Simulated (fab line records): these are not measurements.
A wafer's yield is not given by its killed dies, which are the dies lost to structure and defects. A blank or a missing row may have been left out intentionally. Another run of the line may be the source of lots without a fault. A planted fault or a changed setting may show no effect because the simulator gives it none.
Matching of chambers || flow nand-harc || 4 sister chambers for NHARC_P_CONTACT_ETCH_35 on rie-diel-12
The step etches the open film in CF4, target depth 39 nm, time 65 s. 8 wafers are shown with their chamber, then 9 later ones without.

WAFERS WITH THEIR CHAMBER
{"wafer": "L489.1", "chamber": 2, "rf-vpp-V (V)": 153.2, "oes-product-au (a.u.)": 1.022}
{"wafer": "L489.4", "chamber": 3, "rf-vpp-V (V)": 149.8, "oes-product-au (a.u.)": 1.012}
{"wafer": "L491.3", "chamber": 2, "rf-vpp-V (V)": 152.4, "oes-product-au (a.u.)": 1.002}
{"wafer": "L491.4", "chamber": 1, "rf-vpp-V (V)": 150.7, "oes-product-au (a.u.)": 1.022}
{"wafer": "L491.5", "chamber": 1, "rf-vpp-V (V)": 150.7, "oes-product-au (a.u.)": 1.020}
{"wafer": "L494.2", "chamber": 0, "rf-vpp-V (V)": 150.9, "oes-product-au (a.u.)": 1.014}
{"wafer": "L494.5", "chamber": 0, "rf-vpp-V (V)": 150.3, "oes-product-au (a.u.)": 1.011}
{"wafer": "L494.6", "chamber": 3, "rf-vpp-V (V)": 149.9, "oes-product-au (a.u.)": 1.013}

WAFERS MISSING THEIR CHAMBER
{"wafer": "L501.3", "rf-vpp-V (V)": 151.6, "oes-product-au (a.u.)": 1.010}
{"wafer": "L501.5", "rf-vpp-V (V)": 152.1, "oes-product-au (a.u.)": 1.013}
{"wafer": "L501.6", "rf-vpp-V (V)": 151.6, "oes-product-au (a.u.)": 1.014}
{"wafer": "L504.3", "rf-vpp-V (V)": 151.1, "oes-product-au (a.u.)": 1.000}
{"wafer": "L504.4", "rf-vpp-V (V)": 150.0, "oes-product-au (a.u.)": 1.019}
{"wafer": "L504.5", "rf-vpp-V (V)": 148.2, "oes-product-au (a.u.)": 0.999}
{"wafer": "L505.3", "rf-vpp-V (V)": 150.7, "oes-product-au (a.u.)": 1.004}
{"wafer": "L505.5", "rf-vpp-V (V)": 149.4, "oes-product-au (a.u.)": 1.016}
{"wafer": "L505.6", "rf-vpp-V (V)": 151.8, "oes-product-au (a.u.)": 1.010}

THE CHAMBER EACH PASSED THROUGH
{"wafer": "L501.3", "from the rows above": "can't be placed: 0 or 1 or 2", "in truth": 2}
{"wafer": "L501.5", "from the rows above": 2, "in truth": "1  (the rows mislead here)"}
{"wafer": "L501.6", "from the rows above": "can't be placed: 1 or 0 or 2", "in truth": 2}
{"wafer": "L504.3", "from the rows above": "can't be placed: 0 or 1 or 3", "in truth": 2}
{"wafer": "L504.4", "from the rows above": "can't be placed: 3 or 0 or 1", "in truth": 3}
{"wafer": "L504.5", "from the rows above": 3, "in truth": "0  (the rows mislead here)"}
{"wafer": "L505.3", "from the rows above": "can't be placed: 0 or 1 or 3", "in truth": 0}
{"wafer": "L505.5", "from the rows above": 3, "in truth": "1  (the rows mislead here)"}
{"wafer": "L505.6", "from the rows above": "can't be placed: 2 or 0 or 1", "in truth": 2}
Correct placement for 0 of the 9. Not placeable from these rows: 6 (in 5, the candidates include the true chamber). Number placed wrongly: 3.
How it was worked out, from the rows above alone: a wafer's distance from a chamber is the root of the sum, over the readings, of the square of ((its reading less the chamber's mean) divided by the reading's scatter). The wafer belongs to the nearest chamber; if the next one is less than 2 further off, it can't be placed. A chamber's mean is the mean of its shown wafers. The scatter: take each reading less its chamber's mean, square it, sum over the shown wafers, divide by the number of wafers less the number of chambers, and take the root.
